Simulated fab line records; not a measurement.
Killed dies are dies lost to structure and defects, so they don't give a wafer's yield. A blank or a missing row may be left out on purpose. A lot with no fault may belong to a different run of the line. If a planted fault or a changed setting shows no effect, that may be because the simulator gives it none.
fab line records	flow nand_harc	part 1 of 2: steps 1 to 38 of 39
[record] lots = 7	wafers = 21	last_day = 24
route steps=1159 shown A_WL_FILL@831 A_CONTACT@840 END@1159
lots with no fault: from the same line, run without faults
start_h: hours from the record's opening day to when the first of the lot's shown wafers began	wait_h: hours from the lot's prior step to this one	" repeats the value in the row above	L1.1+2: several wafers, shown together as one row	- value missing, or start not given	* or withheld: withheld	< > ~ a bound
route shown NAME@n: NAME is a module with steps in the file, n the number in the route of the first one	usual: average and standard deviation across the fault-free wafers	same: alike in all rows	chamber/n: place in a boat	sites: each site's reading	_std_site: how widely they spread, as a standard deviation	_edge_site: the outer-site mean with the inner-site mean subtracted	radius_mm: how far each site lies from the wafer's centre	mask NAME#n: copy n	behind: the most recent tool/chamber to have shaped the wafer	hold: what put the lot on hold/how long, in hours/how the hold closed	device: transistor that didn't switch, given as n, p or np	end of line: at the end of the route, the tests of the same wafers	where a step has no rows: the recipe by itself	killed: at the first sort, the dies lost to defects and structure; wafer yield is something else	map: a wafer's dies, x killed, . not, _ none there
set.NAME: the setting the step ran with; set.NAME@STEP: the setting that earlier step ran with	model.NAME: the simulator's own value behind a step, which no gauge read
lots at some steps of the route; a table a step, a row a wafer
services: when a tool's chamber went out of use (start_h, in hours from the record's first day, below 0 if earlier), for how many hours, and the reason
[[steps]]
[step NHARC_A_WL_FILL_SRD_14]
[step NHARC_A_WL_FILL_ALD_19]
[recipe] target_thk_a = 20	pulse_time_s = 3	ald_cycles = 100	temp_c = 450	material = TiN
[step NHARC_A_WL_FILL_CVD_20]
[recipe] target_thk_a = 750	temp_c = 300	pressure_torr = 40	wf6_flow_sccm = 40	h2_flow_sccm = 1600	ar_flow_sccm = 1560	time_s = 5064	material = W
[step NHARC_A_WL_FILL_CMP_12]
[recipe] t_overpolish_s = 30	target_thk_nm = 75
[step NHARC_A_WL_FILL_SRD_31]
[step NHARC_A_WL_FILL_INSPECT_15]
[usual] raw_defect_count = 403/140
lot.wafer	tool	chamber	start_h	wait_h	raw_defect_count
L625.3	defect_inspect-02	-	362.23	0.0	329
L625.5	"	-	"	"	588
L625.6	"	-	"	"	490
L629.2	defect_inspect-02	-	376.34	0.0	312
L629.3	"	-	"	"	273
L629.6	"	-	"	"	306
L634.3	defect_inspect-01	-	446.62	0.0	316
L634.4	"	-	"	"	311
L634.6	"	-	"	"	249
L637.4	defect_inspect-02	-	448.39	0.0	440
L637.5	"	-	"	"	569
L637.6	"	-	"	"	487
L638.1	defect_inspect-01	-	457.82	0.0	375
L638.4	"	-	"	"	254
L638.5	"	-	"	"	355
L646.2	defect_inspect-02	-	499.82	0.0	447
L646.3	"	-	"	"	585
L646.5	"	-	"	"	419
L647.2	defect_inspect-02	-	505.96	0.0	472
L647.3	"	-	"	"	400
L647.5	"	-	"	"	306
[step NHARC_A_CONTACT_DEP_24]
[recipe] target_thk_a = 5000	temp_c = 400	pressure_torr = 6.5	rf_w = 900	teos_flow_sccm = 161.4	flow_sccm = 2650	target_thk_nm = 500	gas = O2	material = SiO2
[usual] heater_power_w = 601/120	throttle_valve_pct = 16.1/0.38
lot.wafer	tool	chamber	start_h	wait_h	heater_power_w	since_wet_clean_h	throttle_valve_pct
L625.3	pecvd-04	1	362.36	0.1	765	154	16.2
L625.5	"	0	"	"	381	-	16.4
L625.6	"	1	"	"	789	-	16.1
L629.2	pecvd-03	0	376.40	0.1	641	71	16.0
L629.3	"	2	"	"	526	71	16.3
L629.6	"	2	"	"	528	-	16.8
L634.3	pecvd-02	1	446.81	0.2	539	100	15.6
L634.6	"	0	"	"	562	-	16.5
L634.4	"	1	"	"	557	-	15.4
L637.5	pecvd-04	2	448.64	0.2	622	-	16.6
L637.6	"	0	"	"	426	-	16.0
L637.4	"	1	"	"	777	-	15.7
L638.1	pecvd-04	1	457.88	0.1	767	69	15.5
L638.4	"	1	"	"	797	-	15.5
L638.5	"	0	"	"	408	-	16.1
L646.2	pecvd-04	2	499.89	0.1	637	111	16.8
L646.3	"	2	"	"	658	-	16.5
L646.5	"	2	"	"	670	-	16.8
L647.2	pecvd-04	1	506.02	0.1	673	117	15.9
L647.3	"	1	"	"	701	-	15.6
L647.5	"	1	"	"	718	-	15.6
[step NHARC_A_CONTACT_DEP_28]
[recipe] target_thk_a = 36000	temp_c = 400	material = aC
[usual] throttle_valve_pct = 35.001/0.0086
lot.wafer	tool	chamber	start_h	wait_h	throttle_valve_pct
L625.3	acl_dep-02	0	367.10	4.3	35.002
L625.5	"	0	"	"	35.010
L625.6	"	0	"	"	34.990
L629.2	acl_dep-03	0	377.43	0.5	34.997
L629.3	"	0	"	"	35.014
L629.6	"	0	378.88	1.9	34.997
L634.3	acl_dep-03	0	448.03	0.8	35.014
L634.4	"	0	"	"	35.012
L634.6	"	0	"	"	34.997
L637.4	acl_dep-02	0	450.17	1.2	35.021
L637.5	"	0	"	"	35.012
L637.6	"	0	"	"	35.010
L638.1	acl_dep-02	0	458.49	0.1	35.011
L638.4	"	0	459.58	1.1	34.998
L638.5	"	0	"	"	34.991
L646.2	acl_dep-02	0	501.04	0.4	35.002
L646.3	"	0	"	"	34.990
L646.5	"	0	"	"	34.995
L647.2	acl_dep-03	0	507.96	1.2	35.006
L647.3	"	0	"	"	34.996
L647.5	"	0	"	"	34.988
[step NHARC_A_CONTACT_DEP_29]
[recipe] target_thk_a = 700	target_thk_nm = 70	temp_c = 400	pressure_torr = 3.5	flow_sccm = 200	rf_w = 350	material = SiON
[usual] heater_power_w = 776/100
lot.wafer	tool	chamber	start_h	wait_h	heater_power_w	since_wet_clean_h
L625.3	pecvd-04	1	368.66	1.2	864	161
L625.6	"	2	"	"	884	-
L625.5	"	1	"	"	857	-
L629.3	pecvd-03	0	379.38	1.2	789	74
L629.2	"	2	"	"	784	74
L629.6	"	0	"	"	822	-
L634.3	pecvd-04	1	449.56	1.2	883	61
L634.6	"	0	"	"	533	-
L634.4	"	2	"	"	864	-
L637.5	pecvd-04	0	451.51	0.6	651	-
L637.6	"	1	"	"	904	-
L637.4	"	2	"	"	811	-
L638.1	pecvd-04	1	460.76	1.9	906	72
L638.4	"	2	"	"	883	-
L638.5	"	1	"	"	887	-
L646.3	pecvd-03	2	503.33	1.6	713	17
L646.2	"	0	"	"	852	17
L646.5	"	1	"	"	710	-
L647.3	pecvd-02	2	509.81	1.1	794	163
L647.2	"	0	"	"	627	163
L647.5	"	2	"	"	822	-
[step NHARC_A_CONTACT_DEHYDRATE_32]
[recipe] temp_c = 150	time_s = 120
[step NHARC_A_CONTACT_HMDS_33]
[recipe] time_s = 30
[step NHARC_A_CONTACT_COAT_34]
[recipe] temp_c = 260	time_s = 75
[step NHARC_A_CONTACT_COAT_35]
[recipe] temp_c = 225	time_s = 65
[step NHARC_A_CONTACT_COAT_36]
[recipe] spin_rpm = 1500	resist_thk_nm = 90
[step NHARC_A_CONTACT_SOFTBAKE_37]
[recipe] temp_c = 105	time_s = 55
[step NHARC_A_CONTACT_EBR_38]
[step NHARC_A_CONTACT_EXPOSE_39]
[recipe] na = 1.35	sigma_outer = 0.8	dose_mj = 58.79	mask_id = A_CC_3
[step NHARC_A_CONTACT_PEB_40]
[recipe] peb_temp_c = 100	peb_time_s = 65
[step NHARC_A_CONTACT_DEVELOP_41]
[recipe] develop_time_s = 35	dev_temp_c = 23
[step NHARC_A_CONTACT_CD_MEAS_42]
[recipe] target_cd_nm = 200	landing_energy_ev = 500
[usual] cd_nm = 199.9/0.45
lot.wafer	tool	chamber	start_h	wait_h	cd_nm
L625.3	cd_sem-01	0	369.21	-	200.0
L625.5	"	0	"	"	200.6
L625.6	"	0	"	"	200.8
L629.2	cd_sem-03	0	380.10	-	199.1
L629.3	"	0	"	"	199.3
L629.6	"	0	"	"	199.3
L634.3	cd_sem-03	0	450.26	-	199.7
L634.4	"	0	"	"	199.5
L634.6	"	0	"	"	199.4
L637.4	cd_sem-03	0	452.03	-	199.3
L637.5	"	0	"	"	199.5
L637.6	"	0	"	"	200.4
L638.1	cd_sem-02	0	461.42	-	200.3
L638.4	"	0	"	"	200.1
L638.5	"	0	"	"	200.7
L646.2	cd_sem-01	0	504.02	-	200.0
L646.3	"	0	"	"	199.2
L646.5	"	0	"	"	199.5
L647.2	cd_sem-03	0	510.40	-	199.7
L647.3	"	0	"	"	200.0
L647.5	"	0	"	"	199.4
[step NHARC_A_CONTACT_OVL_MEAS_43]
[usual] overlay_x_nm = -0.2/0.65	overlay_y_nm = -0.2/0.94
lot.wafer	tool	chamber	start_h	wait_h	overlay_x_nm	overlay_y_nm
L625.3	overlay-02	-	369.30	-	0.5	-2.7
L625.5	"	-	"	"	0.3	-2.0
L625.6	"	-	"	"	-0.4	-1.9
L629.2	overlay-02	-	380.19	-	-0.1	0.4
L629.3	"	-	"	"	-0.3	-0.2
L629.6	"	-	"	"	-0.1	0.2
L634.3	overlay-01	-	450.35	-	-0.2	0.8
L634.4	"	-	"	"	-0.3	1.5
L634.6	"	-	"	"	0.0	0.8
L637.4	overlay-01	-	452.11	-	-0.6	0.3
L637.5	"	-	"	"	-1.1	0.0
L637.6	"	-	"	"	-0.6	0.5
L638.1	overlay-02	-	461.51	-	-0.7	-0.6
L638.4	"	-	"	"	-0.6	-1.2
L638.5	"	-	"	"	-0.4	-0.7
L646.2	overlay-02	-	504.10	-	1.1	-0.1
L646.3	"	-	"	"	0.5	-0.3
L646.5	"	-	"	"	0.4	0.2
L647.2	overlay-02	-	510.49	-	0.4	0.0
L647.3	"	-	"	"	0.9	-0.4
L647.5	"	-	"	"	0.7	-0.6
[step NHARC_A_CONTACT_INSPECT_44]
[usual] raw_defect_count = 29/15
lot.wafer	tool	chamber	start_h	wait_h	raw_defect_count
L625.3	defect_inspect-01	-	369.33	0.0	25
L625.5	"	-	"	"	30
L625.6	"	-	"	"	22
L629.2	defect_inspect-01	-	380.22	0.0	27
L629.3	"	-	"	"	20
L629.6	"	-	"	"	16
L634.3	defect_inspect-02	-	450.39	0.0	13
L634.4	"	-	"	"	14
L634.6	"	-	"	"	16
L637.4	defect_inspect-02	-	452.15	0.0	41
L637.5	"	-	"	"	39
L637.6	"	-	"	"	38
L638.1	defect_inspect-01	-	461.54	0.0	31
L638.4	"	-	"	"	19
L638.5	"	-	"	"	32
L646.2	defect_inspect-01	-	504.14	0.0	36
L646.3	"	-	"	"	38
L646.5	"	-	"	"	41
L647.2	defect_inspect-02	-	510.53	0.0	23
L647.3	"	-	"	"	35
L647.5	"	-	"	"	24
[step NHARC_A_CONTACT_DESCUM_47]
[recipe] time_s = 3	o2_flow_sccm = 200	ar_flow_sccm = 0	bias_power_w = 0	chemistry = O2
[usual] drypump_motor_current_A = 5.7/0.48	oes_product_au = 0.999/0.011	rf_vpp_V = 57.9/0.91	showerhead_plenum_p_Torr = 1.94/0.085	throttle_valve_pct = 11.311/0.0086
lot.wafer	tool	chamber	start_h	wait_h	drypump_motor_current_A	oes_product_au	rf_hours_counter_h	rf_vpp_V	showerhead_plenum_p_Torr	throttle_valve_pct
L625.3	rie_diel-07	1	369.40	0.1	5.4	1.001	26	58.8	2.03	11.330
L625.6	"	0	"	"	5.7	0.987	-	57.9	1.80	11.301
L625.5	"	1	"	"	5.4	0.996	-	59.2	2.03	11.308
L629.3	rie_diel-07	0	380.28	0.1	5.7	1.001	29	57.7	1.80	11.330
L629.2	"	1	"	"	5.3	0.994	27	58.8	2.03	11.309
L629.6	"	1	"	"	5.4	1.002	-	57.7	2.03	11.300
L634.3	rie_diel-07	2	450.44	0.1	5.5	1.023	6	57.6	1.84	11.301
L634.4	"	0	"	"	5.7	1.010	5	56.6	1.80	11.299
L634.6	"	3	"	"	6.8	0.995	-	58.2	2.00	11.323
L637.4	rie_diel-07	2	452.22	0.1	5.5	1.012	6	59.1	1.84	11.308
L637.5	"	1	"	"	5.4	0.989	-	58.7	2.02	11.311
L637.6	"	2	"	"	5.5	1.009	-	58.1	1.84	11.307
L638.1	rie_diel-01	1	461.61	0.1	5.7	1.018	54	56.3	1.90	11.310
L638.4	"	2	"	"	5.5	0.967	51	56.6	1.87	11.310
L638.5	"	1	"	"	5.6	1.018	-	57.6	1.90	11.317
L646.3	rie_diel-07	2	504.20	0.1	5.5	1.015	16	57.1	1.84	11.302
L646.2	"	3	"	"	6.8	1.000	18	58.1	2.00	11.298
L646.5	"	3	"	"	6.8	0.998	-	57.6	2.00	11.320
L647.2	rie_diel-07	0	510.60	0.1	5.7	1.015	19	57.3	1.80	11.318
L647.3	"	1	"	"	5.4	0.994	16	57.8	2.02	11.309
L647.5	"	3	"	"	6.9	1.000	-	59.1	2.00	11.302
[step NHARC_A_CONTACT_ETCH_48]
[recipe] target_depth_a = 390	over_etch_frac = 0.3	time_s = 65	ion_energy_ev = 80	cf4_flow_sccm = 150	ar_flow_sccm = 0	rf_w = 300	bias_w = 100	chemistry = CF4
[step NHARC_A_CONTACT_ETCH_49]
[recipe] target_depth_a = 2600	over_etch_frac = 0.3	time_s = 475.3	ion_energy_ev = 200	n2_flow_sccm = 150	h2_flow_sccm = 150	ar_flow_sccm = 0	rf_w = 400	bias_w = 150	chemistry = N2/H2
[step NHARC_A_CONTACT_ETCH_50]
[recipe] target_depth_a = 847	time_s = 42.4	cf4_flow_sccm = 100	chf3_flow_sccm = 30	ar_flow_sccm = 0	rf_w = 500	bias_w = 200	chemistry = CF4/CHF3
[step NHARC_A_CONTACT_ETCH_51]
[recipe] target_depth_a = 36000	over_etch_frac = 0.3	time_s = 936	ion_energy_ev = 150	o2_flow_sccm = 400	cos_flow_sccm = 20	ar_flow_sccm = 0	rf_w = 500	bias_w = 300	chemistry = O2/COS
[step NHARC_A_CONTACT_ETCH_111]
[recipe] source_w = withheld	pressure_mtorr = 20	bias_v = withheld	time_s = 140	target_depth_a = 7000	ar_flow_sccm = withheld	c4f8_flow_sccm = withheld	o2_flow_sccm = withheld	chemistry = C4F8/O2/Ar
[step NHARC_A_CONTACT_ETCH_112]
[recipe] source_w = withheld	pressure_mtorr = 20	bias_v = 3000	time_s = 94	target_depth_a = 9220	ar_flow_sccm = withheld	c4f8_flow_sccm = withheld	o2_flow_sccm = withheld	chemistry = C4F8/O2/Ar
[step NHARC_A_CONTACT_ETCH_113]
[recipe] source_w = withheld	pressure_mtorr = 20	bias_v = 3000	time_s = 94	target_depth_a = 9220	ar_flow_sccm = withheld	c4f8_flow_sccm = withheld	o2_flow_sccm = withheld	chemistry = C4F8/O2/Ar
[step NHARC_A_CONTACT_ETCH_114]
[recipe] source_w = withheld	pressure_mtorr = 20	bias_v = 3000	time_s = 94	target_depth_a = 9220	ar_flow_sccm = withheld	c4f8_flow_sccm = withheld	o2_flow_sccm = withheld	chemistry = C4F8/O2/Ar
[step NHARC_A_CONTACT_ETCH_115]
[recipe] source_w = withheld	pressure_mtorr = 20	bias_v = 3000	time_s = 94	target_depth_a = 9220	ar_flow_sccm = withheld	c4f8_flow_sccm = withheld	o2_flow_sccm = withheld	chemistry = C4F8/O2/Ar
lot.wafer	tool	chamber	start_h	wait_h	rf_hours_counter_h
L625.3	har_cap_etch-02	1	371.17	0.1	-
L625.5	"	0	"	"	-
L625.6	"	1	"	"	-
L629.2	har_cap_etch-02	0	382.01	0.1	11
L629.3	"	0	"	"	-
L629.6	"	0	"	"	-
L634.4	har_cap_etch-01	0	452.21	0.1	-
L634.3	"	1	"	"	-
L634.6	"	1	"	"	-
L637.4	har_cap_etch-03	1	453.99	0.1	-
L637.5	"	0	"	"	-
L637.6	"	1	"	"	-
L638.1	har_cap_etch-01	1	463.44	0.1	71
L638.4	"	1	"	"	-
L638.5	"	0	"	"	-
L646.2	har_cap_etch-01	0	505.95	0.1	78
L646.3	"	0	"	"	-
L646.5	"	0	"	"	-
L647.2	har_cap_etch-01	1	512.32	0.1	80
L647.3	"	1	"	"	-
L647.5	"	1	"	"	-
[step NHARC_A_CONTACT_ETCH_116]
[recipe] source_w = withheld	pressure_mtorr = 20	bias_v = 3000	time_s = 94	target_depth_a = 9220	ar_flow_sccm = withheld	c4f8_flow_sccm = withheld	o2_flow_sccm = withheld	chemistry = C4F8/O2/Ar
[step NHARC_A_CONTACT_ETCH_117]
[recipe] source_w = withheld	pressure_mtorr = 20	bias_v = 3000	time_s = 94	target_depth_a = 9220	ar_flow_sccm = withheld	c4f8_flow_sccm = withheld	o2_flow_sccm = withheld	chemistry = C4F8/O2/Ar
[step NHARC_A_CONTACT_ETCH_118]
[recipe] source_w = withheld	pressure_mtorr = 20	bias_v = 3000	time_s = 94	target_depth_a = 9220	ar_flow_sccm = withheld	c4f8_flow_sccm = withheld	o2_flow_sccm = withheld	chemistry = C4F8/O2/Ar
lot.wafer	tool	chamber	start_h	wait_h	rf_hours_counter_h
L625.3	har_cap_etch-02	1	371.44	0.1	-
L625.5	"	0	"	"	-
L625.6	"	1	"	"	-
L629.2	har_cap_etch-02	0	382.29	0.1	11
L629.3	"	0	"	"	-
L629.6	"	0	"	"	-
L634.4	har_cap_etch-01	0	452.48	0.1	-
L634.3	"	1	"	"	-
L634.6	"	1	"	"	-
L637.4	har_cap_etch-03	1	454.26	0.1	-
L637.5	"	0	"	"	-
L637.6	"	1	"	"	-
L638.1	har_cap_etch-01	1	463.72	0.1	71
L638.4	"	1	"	"	-
L638.5	"	0	"	"	-
L646.2	har_cap_etch-01	0	506.23	0.1	79
L646.3	"	0	"	"	-
L646.5	"	0	"	"	-
L647.2	har_cap_etch-01	1	512.59	0.1	80
L647.3	"	1	"	"	-
L647.5	"	1	"	"	-
[step NHARC_A_CONTACT_ETCH_119]
[recipe] source_w = withheld	pressure_mtorr = 20	bias_v = 3000	time_s = 94	target_depth_a = 9220	ar_flow_sccm = withheld	c4f8_flow_sccm = withheld	o2_flow_sccm = withheld	chemistry = C4F8/O2/Ar
[step NHARC_A_CONTACT_ETCH_120]
[recipe] source_w = withheld	pressure_mtorr = 20	bias_v = 3000	time_s = 94	target_depth_a = 9220	ar_flow_sccm = withheld	c4f8_flow_sccm = withheld	o2_flow_sccm = withheld	chemistry = C4F8/O2/Ar
[step NHARC_A_CONTACT_ETCH_121]
[recipe] source_w = withheld	pressure_mtorr = 20	bias_v = 3000	time_s = 94	target_depth_a = 9220	ar_flow_sccm = withheld	c4f8_flow_sccm = withheld	o2_flow_sccm = withheld	chemistry = C4F8/O2/Ar
